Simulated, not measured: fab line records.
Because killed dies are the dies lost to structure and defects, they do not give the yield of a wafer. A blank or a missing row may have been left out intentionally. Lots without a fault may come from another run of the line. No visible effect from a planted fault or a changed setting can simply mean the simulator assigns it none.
Which of the tools did it?	flow nand_harc	12 lots, 36 wafers sampled, at 6 steps of a route of 1302

WHAT EACH GAUGE READ, for each wafer
NHARC_P_GATE_CD_MEAS_59: target cd 720 nm. Usual: cd_nm 720.6 nm, standard deviation 1.9.
lot	measured	on	cd_nm (nm)	flag
L467	day 6 00:31	cd_sem-03	720.7 720.9 722.6	
L468	day 6 05:53	cd_sem-03	719.8 720.3 718.7	
L469	day 6 19:50	cd_sem-01	719.9 720.2 718.9	
L471	day 7 11:06	cd_sem-03	723.4 725.5 723.1	
L474	day 8 21:29	cd_sem-03	722.4 716.9 718.6	
L477	day 9 14:38	cd_sem-01	721.6 720.9 719.3	
L480	day 10 21:01	cd_sem-02	719.1 721.0 720.9	
L483	day 12 09:45	cd_sem-02	720.6 720.6 721.0	
L484	day 12 20:50	cd_sem-01	755.0 757.6 753.8	OFF
L485	day 13 01:19	cd_sem-02	755.5 764.5 802.3	OFF
L488	day 14 05:39	cd_sem-02	720.4 717.8 720.3	
L489	day 14 19:17	cd_sem-02	721.5 721.1 719.2	

NHARC_P_GATE_CD_MEAS_91: target cd 2000 nm. Usual: cd_nm 1998.8 nm, standard deviation 1.9.
lot	measured	on	cd_nm (nm)	flag
L467	day 6 02:07	cd_sem-02	1995.9 1995.8 1997.1	
L468	day 6 07:29	cd_sem-02	1998.3 2000.6 1999.8	
L469	day 6 21:33	cd_sem-02	2000.3 1996.8 1995.1	
L471	day 7 12:49	cd_sem-03	1997.1 1998.8 1998.0	
L474	day 8 23:12	cd_sem-01	1996.1 1999.6 2000.5	
L477	day 9 16:15	cd_sem-02	2002.1 2000.7 2000.7	
L480	day 10 22:38	cd_sem-02	1999.1 1998.5 1998.8	
L483	day 12 11:28	cd_sem-02	1994.5 1996.9 1996.3	
L484	day 12 22:25	cd_sem-02	1999.6 1998.5 1998.4	
L485	day 13 03:01	cd_sem-03	1999.3 2001.8 2000.3	
L488	day 14 07:22	cd_sem-03	1999.0 1998.7 1998.3	
L489	day 14 20:54	cd_sem-03	1999.4 2001.2 1996.4	

NHARC_END_SORT_01. Usual: killed_at_array 59, standard deviation 20; killed_at_other 0.8, standard deviation 1; killed_at_periphery 3.2, standard deviation 2.1; killed_dies 63, standard deviation 21; killed_open 3.0, standard deviation 1.9; killed_short 2.3, standard deviation 1.5.
lot	measured	on	killed_at_array	killed_at_other	killed_at_periphery	killed_dies	killed_open	killed_short	flag
L469	day 25 21:34	prober-01	81 82 78	4 5 2	0 2 2	85 89 82	5 6 3	5 3 2	
L485	day 32 00:10	prober-01	89 83 79	0 0 2	3 5 20	92 88 101	1 2 4	6 3 2	

TOOL THAT RAN EACH LOT (tool first, then ch and the chambers of the sampled wafers, then the start)
lot	NHARC_P_GATE_ALD_36	NHARC_P_GATE_ETCHBACK_37	NHARC_P_GATE_EXPOSE_56
L467	ald_sin-01 ch 0,1,2, day 5 15:41	rie_diel-06 ch 0,1,3, day 6 00:22 or earlier	krf_scanner-03 ch 0, day 6 00:22
L468	ald_sin-03 ch 2,3, day 5 17:35	rie_diel-06 ch 0,1,2, day 6 05:44 or earlier	krf_scanner-01 ch 0, day 6 05:44
L469	ald_sin-04 ch 1,2,3, day 6 07:40	rie_diel-13 ch 0,3, day 6 19:41 or earlier	krf_scanner-01 ch 0, day 6 19:41
L471	ald_sin-03 ch 2,3, day 7 00:05	rie_diel-02 ch 2,3, day 7 10:56 or earlier	krf_scanner-02 ch 0, day 7 10:56
L474	ald_sin-04 ch 1,3, day 8 10:11	rie_diel-02 ch 1,3, day 8 21:19 or earlier	krf_scanner-03 ch 0, day 8 21:19
L477	ald_sin-03 ch 1,2, day 9 03:33	rie_diel-06 ch 0,3, day 9 14:29 or earlier	krf_scanner-02 ch 0, day 9 14:29
L480	ald_sin-03 ch 1,3, day 10 08:49	rie_diel-02 ch 0,2,3, day 10 20:52 or earlier	krf_scanner-01 ch 0, day 10 20:52
L483	ald_sin-04 ch 0,1, day 11 21:18	rie_diel-06 ch 0,2,3, day 12 09:36 or earlier	krf_scanner-02 ch 0, day 12 09:36
L484	ald_sin-01 ch 0,1, day 12 09:34	rie_diel-13 ch 1,2, day 12 20:41 or earlier	krf_scanner-01 ch 0, day 12 20:41
L485	ald_sin-03 ch 1,2, day 12 13:10	rie_diel-13 ch 0,1,2, day 13 01:09 or earlier	krf_scanner-01 ch 0, day 13 01:09
L488	ald_sin-03 ch 0,1,2, day 13 18:32	rie_diel-13 ch 0,2, day 14 05:30 or earlier	krf_scanner-02 ch 0, day 14 05:30
L489	ald_sin-04 ch 0,1,3, day 14 07:16	rie_diel-02 ch 2,3, day 14 19:08 or earlier	krf_scanner-02 ch 0, day 14 19:08
- NHARC_P_GATE_ALD_36: deposits SiNx, target thk 20 nm, pulse time 60 s, ald cycles 223.
- NHARC_P_GATE_ETCHBACK_37: etches the open film in CHF3/O2, target depth 34.5 nm, time 17.2 s.
- NHARC_P_GATE_EXPOSE_56: exposes mask P PSD, target cd 720 nm.

WHAT THE TOOLS THEMSELVES READ (means of the sampled wafers that have a number; where no wafer has one, the mark that the record gives instead)
NHARC_P_GATE_ALD_36. Usual: heater_power_w 820 W, standard deviation 87; precursor_pulse_height_rel 0.999, standard deviation 0.019.
lot	tool	heater_power_w (W)	precursor_pulse_height_rel	flag
L467	ald_sin-01	756	1.010	
L468	ald_sin-03	843	0.986	
L469	ald_sin-04	905	0.990	
L471	ald_sin-03	763	0.975	
L474	ald_sin-04	914	1.001	
L477	ald_sin-03	709	1.019	
L480	ald_sin-03	828	0.994	
L483	ald_sin-04	853	1.000	
L484	ald_sin-01	786	0.995	
L485	ald_sin-03	743	1.001	
L488	ald_sin-03	804	1.000	
L489	ald_sin-04	870	0.994	

NHARC_P_GATE_ETCHBACK_37. Usual: drypump_motor_current_A 5.8 A, standard deviation 0.4; mfc_ar_sccm 199.8 sccm, standard deviation 0.59; oes_product_au 0.941 a.u., standard deviation 0.03; rf_vpp_V 370.4 V, standard deviation 2.2; showerhead_plenum_p_Torr 2.40 Torr, standard deviation 0.098; throttle_valve_pct 20.571 %, standard deviation 0.0086.
lot	tool	drypump_motor_current_A (A)	mfc_ar_sccm (sccm)	oes_product_au (a.u.)	rf_vpp_V (V)	showerhead_plenum_p_Torr (Torr)	throttle_valve_pct (%)	flag
L467	rie_diel-06	6.0	200.6	0.944	369.2	2.34	20.570	
L468	rie_diel-06	6.2	199.6	0.938	368.4	2.30	20.572	
L469	rie_diel-13	5.7	200.2	0.926	370.8	2.41	20.563	
L471	rie_diel-02	5.8	199.6	0.919	370.8	2.40	20.578	
L474	rie_diel-02	5.7	199.6	0.991	372.6	2.48	20.574	
L477	rie_diel-06	6.2	200.0	0.932	370.4	2.33	20.568	
L480	rie_diel-02	5.8	200.4	0.997	371.7	2.43	20.575	
L483	rie_diel-06	5.9	199.3	0.982	369.6	2.36	20.570	
L484	rie_diel-13	5.6	200.1	0.922	371.3	2.44	20.569	
L485	rie_diel-13	5.5	198.9	0.925	372.1	2.47	20.565	
L488	rie_diel-13	5.3	199.6	0.918	372.6	2.50	20.570	
L489	rie_diel-02	5.9	199.0	0.913	369.4	2.36	20.565	

THE ANSWER, worked out from the rows above alone
Rule: lot off if the mean of its wafers having a number is beyond 3 standard deviations from the usual mean. A lot without any number at a reading at which 4 lots or more have one is off too. All remaining lots with rows at the step are treated as sound. Order of review: gauges by route order, followed by the tools' own readings, for which a lot's mean as printed above is used. At the first step where some lot is off, the reading lying furthest off is the one used; lots without a number count as furthest.
Off: L484, L485 (NHARC_P_GATE_CD_MEAS_59, cd_nm).
If a tool, at a process step before that reading, ran all the lots that are off and no sound lot after the first of them, it fits. The gauges at NHARC_P_GATE_CD_MEAS_59 are tried like those tools. NHARC_P_GATE_ETCHBACK_37 gives no start for some lots, so the hours and the order of its lots are those of NHARC_P_GATE_EXPOSE_56. One fits: krf_scanner-01 at NHARC_P_GATE_EXPOSE_56. Its last sound lot is L480 (day 10 20:52), its first lot that is off L484 (day 12 20:41): a fault that began between those two fits.

WHAT THE SIMULATOR HAD INSERTED
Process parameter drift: krf_scanner-01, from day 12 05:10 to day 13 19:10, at NHARC_P_GATE_EXPOSE_56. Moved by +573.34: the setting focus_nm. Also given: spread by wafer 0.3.
Struck lots among those shown: L484, L485. The same result came from the rule above.
